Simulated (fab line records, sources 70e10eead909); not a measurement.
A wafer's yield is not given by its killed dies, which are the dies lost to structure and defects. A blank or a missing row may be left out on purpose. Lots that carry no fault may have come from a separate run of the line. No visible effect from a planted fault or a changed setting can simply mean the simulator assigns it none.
Which tool is to blame? | flow nandHarc | 42 wafers from 14 lots sampled at 6 of the route's 1159 steps

WHAT EACH GAUGE READ, for each wafer
NHARC_A_ZERO_WELL_CD_MEAS_10 targets a cd of 2000 nm.
lot  | measured     | on       | cdNm (nm)
L560 | day 6 15:34  | cdSem-01 | 2000.1 1998.8 1998.8
L561 | day 7 03:15  | cdSem-03 | 2002.4 1999.2 1997.9
L563 | day 7 12:47  | cdSem-02 | 2001.3 2000.1 2000.3
L567 | day 7 21:36  | cdSem-03 | 2000.5 1999.8 1999.4
L565 | day 7 22:01  | cdSem-03 | 2001.1 1998.5 2001.2
L566 | day 8 01:54  | cdSem-01 | 1999.6 2000.9 1997.8
L568 | day 8 15:10  | cdSem-03 | 1999.8 2000.1 1997.1
L569 | day 8 21:53  | cdSem-01 | 2000.6 1999.3 1999.4
L570 | day 8 23:07  | cdSem-03 | 2000.1 1996.6 1999.2
L571 | day 9 06:05  | cdSem-01 | 2000.9 2002.0 2000.9
L575 | day 10 06:46 | cdSem-02 | 2000.1 1999.7 1999.4
L580 | day 11 16:44 | cdSem-02 | 1997.8 1997.4 1999.6
L581 | day 11 21:08 | cdSem-02 | 1998.5 1997.0 1999.6
L583 | day 12 15:00 | cdSem-03 | 2000.2 1999.4 1997.2

NHARC_A_ONON_D1_THK_MEAS_02: measures by ellipsometry.
lot  | measured     | on           | thkNm (nm)
L560 | day 7 13:14  | filmMetro-02 | 1005 1007 1006
L561 | day 8 09:17  | filmMetro-01 | 992 991 991
L563 | day 8 09:17  | filmMetro-02 | 991 993 991
L567 | day 9 00:06  | filmMetro-02 | 1018 1019 1019
L565 | day 9 00:05  | filmMetro-01 | 985 987 988
L566 | day 9 00:05  | filmMetro-02 | 1006 1005 1005
L568 | day 9 15:40  | filmMetro-01 | 1000 1004 1004
L569 | day 9 22:57  | filmMetro-01 | 995 994 994
L570 | day 9 22:56  | filmMetro-02 | 995 993 994
L571 | day 10 10:58 | filmMetro-02 | 977 975 975
L575 | day 11 05:22 | filmMetro-02 | 1711 1714 1711
L580 | day 12 17:47 | filmMetro-01 | 1008 1010 1009
L581 | day 12 17:46 | filmMetro-01 | 1705 1705 1704
L583 | day 13 17:04 | filmMetro-02 | 1003 1000 1002

NHARC_END_SORT_01.
lot  | measured     | on        | killedAtArray | killedAtOther | killedAtPeriphery | killedDies  | killedOpen | killedShort
L575 | day 22 21:35 | prober-01 | 673 676 673   | 0 0 0         | 4 1 4             | 677 677 677 | 6 3 7      | 1 3 1
L581 | day 24 22:44 | prober-02 | 674 671 673   | 1 3 2         | 2 3 2             | 677 677 677 | 3 2 5      | 2 3 1

WHAT TOOL EACH LOT RAN ON (gives the tool, then ch and the chambers of the sampled wafers, and finally the start)
lot  | NHARC_P_BONDPAD_PRE_CLEAN_26           | NHARC_P_BONDPAD_PVD_17                 | NHARC_A_ONON_D1_DEP_00
L560 | pvdSputter-01, day 6 15:34 or earlier  | pvdSputter-01, day 6 15:34 or earlier  | pecvdOnon-04 ch 0, day 7 12:53
L561 | pvdSputter-01, day 7 03:15 or earlier  | pvdSputter-01, day 7 03:15 or earlier  | pecvdOnon-02 ch 0, day 8 08:46
L563 | pvdSputter-03, day 7 12:47 or earlier  | pvdSputter-03, day 7 12:47 or earlier  | pecvdOnon-04 ch 0, day 8 08:47
L567 | pvdSputter-02, day 7 21:36 or earlier  | pvdSputter-02, day 7 21:36 or earlier  | pecvdOnon-02 ch 0, day 8 23:35
L565 | pvdSputter-03, day 7 22:01 or earlier  | pvdSputter-03, day 7 22:01 or earlier  | pecvdOnon-04 ch 0, day 8 23:34
L566 | pvdSputter-02, day 8 01:54 or earlier  | pvdSputter-02, day 8 01:54 or earlier  | pecvdOnon-03 ch 0, day 8 23:41
L568 | pvdSputter-01, day 8 15:10 or earlier  | pvdSputter-01, day 8 15:10 or earlier  | pecvdOnon-03 ch 0, day 9 15:19
L569 | pvdSputter-03, day 8 21:53 or earlier  | pvdSputter-03, day 8 21:53 or earlier  | pecvdOnon-03 ch 0, day 9 22:37
L570 | pvdSputter-01, day 8 23:07 or earlier  | pvdSputter-01, day 8 23:07 or earlier  | pecvdOnon-02 ch 0, day 9 22:26
L571 | pvdSputter-01, day 9 06:05 or earlier  | pvdSputter-01, day 9 06:05 or earlier  | pecvdOnon-03 ch 0, day 10 10:31
L575 | pvdSputter-03, day 10 06:46 or earlier | pvdSputter-03, day 10 06:46 or earlier | pecvdOnon-02 ch 0, day 11 05:02
L580 | pvdSputter-03, day 11 16:44 or earlier | pvdSputter-03, day 11 16:44 or earlier | pecvdOnon-03 ch 0, day 12 17:16
L581 | pvdSputter-01, day 11 21:08 or earlier | pvdSputter-01, day 11 21:08 or earlier | pecvdOnon-02 ch 0, day 12 17:23
L583 | pvdSputter-02, day 12 15:00 or earlier | pvdSputter-02, day 12 15:00 or earlier | pecvdOnon-03 ch 0, day 13 16:33
- NHARC_P_BONDPAD_PRE_CLEAN_26: time 30 s.
- NHARC_P_BONDPAD_PVD_17: deposits TaN, target thk 5 nm, time 8.06 s.
- NHARC_A_ONON_D1_DEP_00: target thk 1000 nm.

WHAT THE TOOLS THEMSELVES READ (means of the sampled wafers that have a number; where no wafer has one, the mark that the record gives instead)
NHARC_P_BONDPAD_PRE_CLEAN_26.
lot  | tool          | heaterPowerW (W)
L560 | pvdSputter-01 | 357
L561 | pvdSputter-01 | 355
L563 | pvdSputter-03 | 409
L567 | pvdSputter-02 | 451
L565 | pvdSputter-03 | 385
L566 | pvdSputter-02 | 435
L568 | pvdSputter-01 | 341
L569 | pvdSputter-03 | 395
L570 | pvdSputter-01 | 349
L571 | pvdSputter-01 | 395
L575 | pvdSputter-03 | 423
L580 | pvdSputter-03 | 381
L581 | pvdSputter-01 | 381
L583 | pvdSputter-02 | 453

NHARC_P_BONDPAD_PVD_17.
lot  | tool          | throttleValvePct (%)
L560 | pvdSputter-01 | 31.2
L561 | pvdSputter-01 | 30.7
L563 | pvdSputter-03 | 30.1
L567 | pvdSputter-02 | 29.9
L565 | pvdSputter-03 | 30.1
L566 | pvdSputter-02 | 29.7
L568 | pvdSputter-01 | 30.6
L569 | pvdSputter-03 | 29.5
L570 | pvdSputter-01 | 30.6
L571 | pvdSputter-01 | 29.8
L575 | pvdSputter-03 | 29.6
L580 | pvdSputter-03 | 29.3
L581 | pvdSputter-01 | 29.8
L583 | pvdSputter-02 | 30.2

THE ANSWER, worked out from the rows above alone
Rule: usual is defined by the lots themselves. Put in order of their means at a reading, lots are off if they are a third of the lots or fewer, leave a main group of 4 or more, and stand apart from it by a gap of 3 or more times the standard deviation of the main group's means; of several such gaps the widest counts. If all means in a main group match to the digits the tables above print for the reading, that group is not used. Also off: a lot with no number at a reading for which 4 or more lots have one. Any other lot the step has rows for is counted as sound. First the gauges in route order, then the tools' own readings, where a lot's mean is used as printed above. At the first step where some lot is off, the reading lying furthest off is the one used; lots without a number count as furthest.
Off: L575, L581, at NHARC_A_ONON_D1_THK_MEAS_02 (thkNm). Main group: mean 998 nm, sd 11.
If a tool, at a process step before that reading, ran all the lots that are off and no sound lot after the first of them, it fits. The gauges at NHARC_A_ONON_D1_THK_MEAS_02 are tried like those tools. Because NHARC_P_BONDPAD_PRE_CLEAN_26 lacks a start for some lots, the hours and order of its lots are taken from NHARC_A_ZERO_WELL_CD_MEAS_10. Because NHARC_P_BONDPAD_PVD_17 lacks a start for some lots, the hours and order of its lots are taken from NHARC_A_ZERO_WELL_CD_MEAS_10. One candidate fits, namely pecvdOnon-02 at NHARC_A_ONON_D1_DEP_00. A fault onset in the window from L570 (day 9 22:26, its last sound lot) to L575 (day 11 05:02, its first lot off) fits.

WHAT HAD BEEN PUT IN BY THE SIMULATOR
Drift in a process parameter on pecvdOnon-02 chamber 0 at NHARC_A_ONON_D1_DEP_00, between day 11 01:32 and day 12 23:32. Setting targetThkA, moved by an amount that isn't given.
Lots struck among those shown: L575, L581. This agrees with what the rule above found.
